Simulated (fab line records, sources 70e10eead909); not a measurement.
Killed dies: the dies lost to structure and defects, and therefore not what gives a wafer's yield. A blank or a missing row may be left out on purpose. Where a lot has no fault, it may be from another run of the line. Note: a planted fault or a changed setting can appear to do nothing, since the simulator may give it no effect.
Chamber matching || flow nandHarc || NHARC_A_STAIRCASE_DEP_322 on pecvd-04: 3 sister chambers
The step deposits SiO2, target thk 3800 nm. 3 wafers are shown with their chamber, then 8 later ones without.

WAFERS, EACH WITH ITS CHAMBER
{"wafer": "L083.3", "chamber": 2, "heaterPowerW (W)": 640}
{"wafer": "L083.5", "chamber": 1, "heaterPowerW (W)": 555}
{"wafer": "L086.2", "chamber": 0, "heaterPowerW (W)": 575}

WAFERS WITHOUT THEIR CHAMBER
{"wafer": "L086.4", "heaterPowerW (W)": 575}
{"wafer": "L086.5", "heaterPowerW (W)": 508}
{"wafer": "L085.1", "heaterPowerW (W)": 685}
{"wafer": "L085.3", "heaterPowerW (W)": 659}
{"wafer": "L085.5", "heaterPowerW (W)": 561}
{"wafer": "L089.1", "heaterPowerW (W)": 567}
{"wafer": "L089.5", "heaterPowerW (W)": 507}
{"wafer": "L089.6", "heaterPowerW (W)": 600}

WHICH CHAMBER EACH WENT THROUGH
{"wafer": "L086.4", "from the rows above": "can't be placed: 0 or 1", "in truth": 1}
{"wafer": "L086.5", "from the rows above": "can't be placed: 1 or 0", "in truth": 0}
{"wafer": "L085.1", "from the rows above": 2, "in truth": 2}
{"wafer": "L085.3", "from the rows above": 2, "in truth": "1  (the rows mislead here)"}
{"wafer": "L085.5", "from the rows above": "can't be placed: 1 or 0", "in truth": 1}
{"wafer": "L089.1", "from the rows above": "can't be placed: 0 or 1", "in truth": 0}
{"wafer": "L089.5", "from the rows above": "can't be placed: 1 or 0", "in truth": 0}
{"wafer": "L089.6", "from the rows above": "can't be placed: 0 or 2 or 1", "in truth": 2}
Correct placement for 1 of the 8. Not placeable from these rows: 6 (in 6, the candidates include the true chamber). Number placed wrongly: 1.
How it was worked out, from the rows above alone: a wafer's distance from a chamber is the root of the sum, over the readings, of the square of ((its reading less the chamber's mean) divided by the reading's scatter). If the next closest chamber is less than 2 further off than the closest, the wafer can't be placed; otherwise it belongs to the closest. For every chamber, the mean is computed from those of its wafers that are shown. The scatter: with one shown wafer a chamber, the root of the mean of the squares of how far each hidden wafer lies from its nearest shown one.
